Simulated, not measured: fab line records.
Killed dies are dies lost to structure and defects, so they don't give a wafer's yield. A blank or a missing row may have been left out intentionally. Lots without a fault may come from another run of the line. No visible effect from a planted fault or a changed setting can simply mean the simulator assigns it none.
fab line records    flow n5-finfet
record: lots: 4  wafers: 12  last-day: 18
route steps=1938 shown MOL_CONTACT_COAG@620 BEOL_M0_SAQP@632 BEOL_M0@726 BEOL_M4@1111 PASSIVATION@1936
lots that met no fault: from a run of the same line without faults
start-h: the number of hours between the record's first day and the start of the first shown wafer of the lot    wait-h: hours from the lot's prior step to this one    " as in the row above    L1.1+2: one row covering several wafers at once    - value missing, or start not given    * or withheld: withheld    < > ~ a bound
route shown NAME@n: names a module that has steps shown in the file, with the first one's number in the route    usual: average and standard deviation across the fault-free wafers    same: alike in all rows    chamber/n: place in a boat    sites: readings site by site    _std_site: their standard deviation    _edge_site: inner sites' mean taken away from outer sites' mean    radius-mm: for every site, how far away it sits from the centre of the wafer    mask NAME#n: copy n    behind: the last tool/chamber to shape the wafer    hold: why the lot was held/for how many hours/how that ended    device: the transistor (n, p or np) that didn't switch    end of line: the same wafers' tests at the end of the route    step lacking rows: just its recipe    killed: not the wafer's yield, but the dies lost to structure and defects at the first sort    map: the dies of a wafer, with x for killed, . for not killed, _ for no die there
set.NAME: the setting the step ran with; set.NAME@STEP: the setting that earlier step ran with    model.NAME: the simulator's own value behind a step, which no gauge read
lots seen at some steps along the route; tables by step, rows by wafer
services: when a tool's chamber went out of use (start-h, in hours from the record's first day, below 0 if earlier), for how many hours, and the reason
== steps ==
step: N5_MOL_CONTACT_COAG_PRECLEAN_138
recipe: chemistry: alkaline-clean  temp-c: 60  time-s: 60  do-ppb: 50
step: N5_MOL_CONTACT_COAG_SRD_139
recipe: dry: ipa-marangoni  time-s: 30  temp-c: 23  rinse-liquid: diw
step: N5_MOL_CONTACT_COAG_PRE_CLEAN_121
recipe: gas: H2/He  time-s: *  temp-c: withheld
step: N5_MOL_CONTACT_COAG_CVD_140
recipe: material: W  target-thk-a: 665  mode: selective-fill  temp-c: 300  time-s: 215
step: N5_MOL_CONTACT_COAG_PRECLEAN_127
recipe: chemistry: DIW  time-s: 57.5  temp-c: 23
step: N5_MOL_CONTACT_COAG_SRD_128
recipe: dry-time-s: 32  dry: n2-spin  spin-rpm: 1500
step: N5_MOL_CONTACT_COAG_CMP_52
recipe: stop-on: SiO2  t-overpolish-s: 1.5  post-cmp-clean: w-dilute-nh4oh  down-force-psi: 4  platen-rpm: 50.289  pad-velocity-m-s: 1.0006  target-thk-nm: 66.5
step: N5_MOL_CONTACT_COAG_ANNEAL_112
recipe: temp-c: 400  time-s: 1800  ambient: HPD2  pressure-atm: 10
step: N5_BEOL_M0_SAQP_PECVD_00
recipe: material: SiCN  target-thk-a: 80  temp-c: withheld  precursor: 3MS/NH3  pressure-torr: 3  rf-w: 202  time-s: 14
usual: showerhead-plenum-p-Torr: 3.664/0.016  throttle-valve-pct: 9.2/0.36
lot.wafer  tool      chamber  start-h  wait-h  showerhead-plenum-p-Torr  throttle-valve-pct  model.SiCN_of_BEOL_M0_SAQP_PECVD_00.thk-nm
L317.2     pecvd-03  2        136.33   0.2     3.657                     9.3                 8
L317.4     "         1        "        "       3.674                     9.4                 3.2
L317.6     "         2        "        "       3.648                     9.3                 3.2
L319.4     pecvd-03  1        151.47   0.1     3.678                     9.8                 3.4
L319.5     "         0        "        "       3.644                     9.5                 8
L319.6     "         2        "        "       3.653                     9.2                 3.2
L330.3     pecvd-03  1        215.56   0.1     3.675                     9.8                 8.4
L330.4     "         2        "        "       3.664                     9.2                 8
L330.6     "         1        "        "       3.671                     9.6                 8.2
L335.2     pecvd-04  1        242.39   0.2     3.656                     9.6                 7.8
L335.3     "         2        "        "       3.680                     8.6                 8
L335.6     "         0        "        "       3.672                     8.8                 8
step: N5_BEOL_M0_SAQP_ILD_DEP_01
recipe: material: SiOC  target-thk-a: 454.19  temp-c: 350  precursor: DEMS/O2  pressure-torr: 5  rf-w: 500  time-s: 8.7
step: N5_BEOL_M0_SAQP_HM_DEP_02
recipe: material: TiN  target-thk-a: 120  temp-c: 25  chamber-pressure-pa: 0.49996
step: N5_BEOL_M0_SAQP_PECVD_03
recipe: material: SiCN  target-thk-a: 120  temp-c: withheld  precursor: 3MS/NH3  pressure-torr: 3  rf-w: 202  time-s: 21.1
step: N5_BEOL_M0_SAQP_PECVD_96
recipe: material: a-Si  target-thk-a: 450  temp-c: 350  precursor: SiH4/He  pressure-torr: 3  rf-w: 100  time-s: 45.2
step: N5_BEOL_M0_SAQP_PECVD_97
recipe: material: SiNx  target-thk-a: 230  temp-c: 350  precursor: SiH4/NH3/N2  pressure-torr: 1.5  rf-w: 300  time-s: 19.9
step: N5_BEOL_M0_SAQP_PECVD_04
recipe: material: a-Si  target-thk-a: 600  temp-c: 350  precursor: SiH4/He  pressure-torr: 3  rf-w: 100  time-s: 60.2
step: N5_BEOL_M0_SAQP_HM_DEP_111
recipe: material: SiO2  target-thk-a: 120  temp-c: 400  precursor: SiH4/N2O  pressure-torr: 0.75  rf-w: 275  time-s: 7.2
step: N5_BEOL_M0_SAQP_COAT_81
recipe: resist: SOC  temp-c: 250  time-s: 60  spin-rpm: 1500  resist-thk-nm: 100
step: N5_BEOL_M0_SAQP_COAT_82
recipe: resist: SiARC  temp-c: 220  time-s: 60  spin-rpm: 1500  resist-thk-nm: 30
step: N5_BEOL_M0_SAQP_COAT_08
recipe: resist: CAR-ArF  spin-rpm: 1500  resist-thk-nm: 90
step: N5_BEOL_M0_SAQP_EBR_10
recipe: solvent: PGMEA  ebr-width-mm: 1.5
step: N5_BEOL_M0_SAQP_SOFTBAKE_09
recipe: temp-c: 110  time-s: 60  resist: CAR-ArF
step: N5_BEOL_M0_SAQP_EXPOSE_11
recipe: mask-id: M0_CORE  na: 1.35  source-shape: dipole  sigma-inner: 0.538  sigma-outer: 0.738  polarization: te  target-cd-nm: 42  dose-mj: 55
step: N5_BEOL_M0_SAQP_PEB_12
recipe: peb-temp-c: withheld  peb-time-s: 60  resist: CAR-ArF
step: N5_BEOL_M0_SAQP_DEVELOP_13
recipe: develop-time-s: 30  developer: TMAH  resist: CAR-ArF  dev-temp-c: 23  rinse-liquid: diw  dry: air-spin
step: N5_BEOL_M0_SAQP_DESCUM_19
recipe: chemistry: O2  time-s: 7.9  source-power-w: 50  bias-power-w: 20  pressure-mtorr: 20  rf-frequency-hz: 2.712e+07  temp-c: 40  resist: CAR-ArF  o2-flow-sccm: 225
step: N5_BEOL_M0_SAQP_ETCH_83
recipe: chemistry: CF4  target: SiARC  target-depth-a: 390  mask-material: CAR-ArF  time-s: 65  ion-energy-ev: 80  pressure-mtorr: 40  source-w: 545  bias-w: 36  Ar_flow_sccm: 100  cf4-flow-sccm: 100  ends: cleared
step: N5_BEOL_M0_SAQP_ETCH_84
recipe: chemistry: N2/H2  target: SOC  target-depth-a: 1000  overetch-a: 200  mask-material: SiARC  temp-c: 40  time-s: 150  ion-energy-ev: 200  pressure-mtorr: 30  source-w: 840  bias-w: 150  n2-flow-sccm: 200  h2-flow-sccm: 200
step: N5_BEOL_M0_SAQP_STRIP_80
recipe: chemistry: N2/H2  temp-c: 40  n2-flow-sccm: 200  h2-flow-sccm: 200  rf-frequency-hz: 6e+07
step: N5_BEOL_M0_SAQP_HM_OPEN_112
recipe: chemistry: CHF3/O2  target: SiO2  stop-on: a-Si  target-depth-a: 120  over-etch-frac: 1.25  mask-material: SOC  time-s: 13.5  pressure-mtorr: 30  source-w: 650  bias-w: 170  Ar_flow_sccm: 200  CHF3_flow_sccm: 50  O2_flow_sccm: 5  ion-energy-ev: 200  ends: end-point
step: N5_BEOL_M0_SAQP_STRIP_113
recipe: chemistry: CHF3/O2  resist: SiARC  rf-frequency-hz: 6e+07
step: N5_BEOL_M0_SAQP_MANDREL_ETCH_20
recipe: target-depth-a: 600  chemistry: HBr/Cl2  target: a-Si  stop-on: SiNx  bt-time-s: 10  mask-material: SOC  over-etch-frac: 0.5  time-s: 30  pressure-mtorr: 10  icp-w: 800  bias-w: 75  HBr_flow_sccm: 150  Cl2_flow_sccm: 80  ends: end-point
step: N5_BEOL_M0_SAQP_STRIP_86
recipe: chemistry: N2/H2  power-w: 500  temp-c: 40  pressure-mtorr: 50  rf-frequency-hz: 6e+07  overash-fraction: 0.3  bias-power-w: 28  h2-frac: 0.5  n2-flow-sccm: 300  h2-flow-sccm: 300
step: N5_BEOL_M0_SAQP_STRIP_115
recipe: chemistry: post-etch-residue-remover  time-s: 60  temp-c: 25  remover-ph: withheld  remover-water-wt-pct: withheld  remover-fluoride-wt-pct: withheld
step: N5_BEOL_M0_SAQP_SRD_93
recipe: dry: ipa-marangoni  time-s: 30  temp-c: 23  rinse-liquid: diw
step: N5_BEOL_M0_ETCH_109
recipe: chemistry: CH3F/O2  target-depth-a: 80  overetch-a: 24  target: SiCN  time-s: 27.4  ion-energy-ev: 120  pressure-mtorr: 30  source-w: 395  bias-w: 75  Ar_flow_sccm: 150  CH3F_flow_sccm: 30  O2_flow_sccm: 20
usual: CH3F_flow_sccm: 29.99/0.086  drypump-motor-current-A: 5.6/0.43  oes-product-au: 0.66/0.058  rf-vpp-V: 297.9/1.4  showerhead-plenum-p-Torr: 2.03/0.057  throttle-valve-pct: 16.26/0.17
lot.wafer  tool         chamber  start-h  wait-h  CH3F_flow_sccm  drypump-motor-current-A  oes-product-au  rf-hours-counter-h  rf-vpp-V  showerhead-plenum-p-Torr  throttle-valve-pct  model.etch.depth-nm
L317.2     rie-diel-01  2        144.85   0.0     30.09           4.8                      0.62            165                 294.3     1.92                      16.41               8.015
L317.4     "            3        "        "       30.15           6.2                      0.49            31                  298.2     2.14                      16.14               3.202
L317.6     "            3        "        "       30.16           6.1                      0.48            -                   300.3     2.14                      16.14               3.163
L319.4     rie-diel-01  2        162.18   0.1     30.04           4.8                      0.42            173                 295.9     1.91                      16.42               3.303
L319.5     "            0        "        "       29.91           5.8                      0.65            -                   298.6     2.00                      16.21               8.09
L319.6     "            3        "        "       29.90           6.2                      0.48            -                   298.7     2.14                      16.16               3.18
L330.3     rie-diel-03  1        224.16   0.0     29.90           5.4                      0.66            155                 297.5     1.99                      16.08               8.315
L330.4     "            0        "        "       30.15           5.3                      0.68            119                 299.7     2.09                      16.10               7.986
L330.6     "            0        "        "       30.11           5.3                      0.68            -                   300.1     2.09                      16.09               8.171
L335.2     rie-diel-03  2        257.76   0.0     30.06           5.2                      0.63            193                 297.1     1.98                      16.23               7.891
L335.3     "            0        "        "       30.25           5.3                      0.67            129                 300.1     2.09                      16.12               8.095
L335.6     "            0        "        "       29.98           5.3                      0.67            -                   300.5     2.09                      16.12               8.029
step: N5_BEOL_M0_RS_MEAS_126
recipe: thk-meas-gauge: four-point-probe  reads: Co_of_BEOL_M0_CO_CAP_123+Cu_of_BEOL_M0_ECD_118+Co_of_BEOL_M0_CVD_115+TaN_of_BEOL_M0_ALD_136
usual: M0_RS: 0.537/0.021
lot.wafer  tool           chamber  start-h  wait-h  M0_RS[ohm/sq]
L317.2     film-metro-01  -        147.38   0.1     0.527
L317.4     "              -        "        "       0.663
L317.6     "              -        "        "       0.619
L319.4     film-metro-02  -        164.94   0.0     0.662
L319.5     "              -        "        "       0.536
L319.6     "              -        "        "       0.649
L330.3     film-metro-01  -        226.83   0.1     0.551
L330.4     "              -        "        "       0.503
L330.6     "              -        "        "       0.547
L335.2     film-metro-01  -        262.62   0.1     0.567
L335.3     "              -        "        "       0.559
L335.6     "              -        "        "       0.522
step: N5_BEOL_M4_RC_MEAS_101
usual: DIBL_N: 36.2/1.7  DIBL_P: 36.2/2.2  IOFF_N: 0.16/0.035  IOFF_P: 0.21/0.042  ION_N: 673/13  ION_P: 462/7.9  SS_N: 71.4/0.59  SS_P: 73.2/0.7  VT_N: 250/3.6  VT_P: -251/3.5
lot.wafer  tool       chamber  start-h  wait-h  DIBL_N[mV/V]  DIBL_P[mV/V]  IOFF_N[nA/um]  IOFF_P[nA/um]  ION_N[uA/um]  ION_P[uA/um]  SS_N[mV/dec]  SS_P[mV/dec]  VT_N[mV]  VT_P[mV]
L317.2     prober-01  0        188.80   0.2     39.6          38.3          0.23           0.27           694           476           72.3          74.5          244       -246
L317.4     "          0        "        "       35.0          34.4          0.12           0.20           647           460           71.2          72.3          253       -250
L317.6     "          0        "        "       39.2          39.1          0.21           0.30           688           468           72.3          74.3          246       -245
L319.4     prober-02  0        211.93   0.5     36.2          35.2          0.16           0.20           682           466           71.2          73.1          248       -249
L319.5     "          0        "        "       37.7          38.3          0.19           0.25           683           469           72.1          73.5          248       -248
L319.6     "          0        "        "       38.4          38.7          0.21           0.27           691           475           71.8          74.0          246       -247
L330.3     prober-02  0        281.42   0.3     35.0          34.2          0.13           0.16           657           450           71.1          72.9          251       -256
L330.4     "          0        "        "       34.6          33.9          0.12           0.16           664           457           70.7          72.8          253       -254
L330.6     "          0        "        "       34.0          33.8          0.12           0.16           662           454           71.3          73.0          254       -255
L335.2     prober-01  0        305.94   0.2     34.3          34.9          0.13           0.15           668           447           70.6          72.8          256       -258
L335.3     "          0        "        "       37.6          38.2          0.20           0.19           685           456           72.2          74.1          248       -254
L335.6     "          0        "        "       36.9          38.7          0.19           0.20           686           454           72.1          73.7          247       -256
step: N5_PASSIVATION_PROBE_49
usual: defect-limited-yield: 91.4/1.4  killed_at_M0_to_M3: 31/10  killed_at_M4_up: 14/5.6  killed-at-contacts: 13/6.3  killed-at-front-end: 39/10  killed-at-other: 4/3.1  killed-dies: 101/16  killed-open: 65/13  killed-short: 34/7.2  sort_bin_5_function: 5.1/0.88  sort_bin_6_memory: 3.2/0.66  sort-n-pass: 1079/16  sort-yield-pct: 91.4/1.4
same: gross-dies: 1180  killed-at-back-side: 0  sort_bin_4_leakage[%]: 0  sort_bin_8_speed[%]: 0
lot.wafer  tool       chamber  start-h  wait-h  defect-limited-yield[%]  killed_at_M0_to_M3  killed_at_M4_up  killed-at-contacts  killed-at-front-end  killed-at-other  killed-dies  killed-open  killed-short  sort_bin_5_function[%]  sort_bin_6_memory[%]  sort-n-pass  sort-yield-pct[%]
L317.2     prober-02  -        294.46   0.1     91.9                     36                  12               8                   30                   9                95           55           40            5.0                     2.9                   1085         91.9
L317.4     prober-02  -        294.56   0.2     89.8                     48                  8                22                  30                   12               120          75           45            5.6                     4.0                   1060         89.8
L317.6     prober-02  -        294.66   0.3     91.0                     33                  11               20                  37                   5                106          72           34            4.8                     4.0                   1074         91.0
L319.4     prober-01  -        316.22   0.2     92.7                     31                  13               9                   30                   3                86           49           37            3.9                     3.1                   1094         92.7
L319.5     prober-01  -        316.27   0.2     89.2                     61                  17               16                  30                   4                128          86           42            5.6                     4.7                   1052         89.2
L319.6     prober-01  -        316.32   0.3     89.7                     46                  14               20                  36                   5                121          78           43            7.0                     3.0                   1059         89.7
L330.3     prober-02  -        391.88   0.1     91.8                     26                  20               10                  37                   4                97           67           28            4.3                     3.4                   1083         91.8
L330.4     prober-02  -        391.93   0.2     93.6                     29                  13               7                   25                   1                75           49           25            3.4                     2.8                   1105         93.6
L330.6     prober-02  -        392.03   0.3     91.9                     27                  19               6                   38                   6                96           54           38            4.4                     3.4                   1084         91.9
killed by level:class
L317.2 BEOL_M0_SAQP:geometric-particle:short=16 BEOL_M0_SAQP:geometric-particle:open=9 FIN_SAQP:geometric-particle:open=8 STI_FIN_REVEAL:geometric-particle:open=6 MOL_CONTACT_COAG:geometric-particle:open=6 BEOL_M1:geometric-particle:open=4 FIN_SAQP:geometric-particle:short=3 GATE_CUT:geometric-particle:open=3
L317.4 MOL_CONTACT_COAG:geometric-particle:open=17 BEOL_M0_SAQP:geometric-particle:short=13 BEOL_M0_SAQP:geometric-particle:open=11 BEOL_M3:geometric-particle:open=9 FIN_SAQP:geometric-particle:short=7 BEOL_M1:geometric-particle:open=7 STI_FIN_REVEAL:geometric-particle:open=6 MOL_CONTACT_COAG:geometric-particle:short=5
L317.6 MOL_CONTACT_COAG:geometric-particle:open=17 FIN_SAQP:geometric-particle:open=13 BEOL_M0_SAQP:geometric-particle:short=8 BEOL_M3:geometric-particle:open=7 BEOL_M1:geometric-particle:open=7 FIN_SAQP:geometric-particle:short=5 STI_FIN_REVEAL:geometric-particle:open=5 GATE_CUT:geometric-particle:short=4
L319.4 BEOL_M0_SAQP:geometric-particle:short=8 BEOL_M1:geometric-particle:open=8 STI_FIN_REVEAL:geometric-particle:open=7 FIN_SAQP:geometric-particle:short=6 BEOL_M3:geometric-particle:open=6 MOL_CONTACT_COAG:geometric-particle:open=5 BEOL_M8:geometric-particle:open=5 FIN_SAQP:geometric-particle:open=4
L319.5 BEOL_M0_SAQP:geometric-particle:open=20 MOL_CONTACT_COAG:geometric-particle:open=16 BEOL_M0_SAQP:geometric-particle:short=15 BEOL_M1:geometric-particle:open=12 BEOL_M4:geometric-particle:open=10 FIN_SAQP:geometric-particle:short=7 FIN_SAQP:geometric-particle:open=6 BEOL_M1:geometric-particle:short=3
L319.6 MOL_CONTACT_COAG:geometric-particle:open=17 BEOL_M0_SAQP:geometric-particle:short=14 BEOL_M0_SAQP:geometric-particle:open=11 STI_FIN_REVEAL:geometric-particle:open=10 BEOL_M3:geometric-particle:open=8 BEOL_M1:geometric-particle:open=6 FIN_SAQP:geometric-particle:open=5 STI_FIN_REVEAL:geometric-particle:short=5
L330.3 BEOL_M4:geometric-particle:open=13 FIN_SAQP:geometric-particle:short=12 MOL_CONTACT_COAG:geometric-particle:open=10 FIN_SAQP:geometric-particle:open=9 STI_FIN_REVEAL:geometric-particle:open=8 BEOL_M2:geometric-particle:open=8 BEOL_M3:geometric-particle:open=5 DUMMY_GATE:geometric-particle:open=3
L330.4 BEOL_M4:geometric-particle:open=7 BEOL_M3:geometric-particle:open=7 FIN_SAQP:geometric-particle:short=6 BEOL_M0_SAQP:geometric-particle:open=6 MOL_CONTACT_COAG:geometric-particle:open=5 BEOL_M0_SAQP:geometric-particle:short=4 BEOL_M0:geometric-particle:open=4 STARTING-WAFER:geometric-particle:open=4
L330.6 BEOL_M4:geometric-particle:open=8 BEOL_M0_SAQP:geometric-particle:short=8 FIN_SAQP:geometric-particle:open=7 FIN_SAQP:geometric-particle:short=5 MOL_CONTACT_COAG:geometric-particle:open=5 BEOL_M0_SAQP:geometric-particle:open=5 BEOL_M3:geometric-particle:open=5 GATE_CUT:geometric-particle:short=4
== services ==
tool         chamber  start-h  hours  kind
rie-diel-01  0        112.49   8.4    repair
pecvd-04     -        125.98   2.8    pm
rie-diel-03  -        150.21   4.3    pm
pecvd-03     0        156.29   5.5    scheduled-down
pecvd-04     0        178.14   6.4    repair
rie-diel-03  3        180.27   -      clean
rie-diel-03  3        180.27   -      consumable-replace:focus-ring
rie-diel-03  3        180.27   28.1   scheduled-down
rie-diel-03  3        180.27   28.1   vent-cycle
rie-diel-01  3        191.98   14.3   repair
rie-diel-03  -        211.67   1.7    repair
rie-diel-01  1        257.44   -      clean
rie-diel-01  1        257.44   -      consumable-replace:focus-ring
rie-diel-01  1        257.44   24.3   scheduled-down
rie-diel-01  1        257.44   24.3   vent-cycle
== key ==
first-sign: step: N5_BEOL_M0_ETCH_109  reading: oes-product-au  direction: down  sigmas: 3.4  usual: 0.66  struck: 0.47
effect: step: N5_BEOL_M0_RS_MEAS_126  reading: M0_RS  direction: up  sigmas: 5.3  usual: 0.537  struck: 0.648
model-effect: step: N5_BEOL_M0_SAQP_PECVD_00  value: SiCN_of_BEOL_M0_SAQP_PECVD_00.thk-nm  without: 8.2  struck: 3.25
model-effect: step: N5_BEOL_M0_ETCH_109  value: etch.depth-nm  without: 8.165  struck: 3.212
met-at N5_BEOL_M0_SAQP_PECVD_00
struck-wafers L317.4,L317.6,L319.4,L319.6
fault: kind: process-parameter-drift  tool: pecvd-03  chamber: -  onset-h: 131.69  steps: N5_BEOL_M0_SAQP_PECVD_00  channel: time-s  offset: *  shape: step  end-h: 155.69  scope: struck-wafers-only  acts-in: *  stated: *
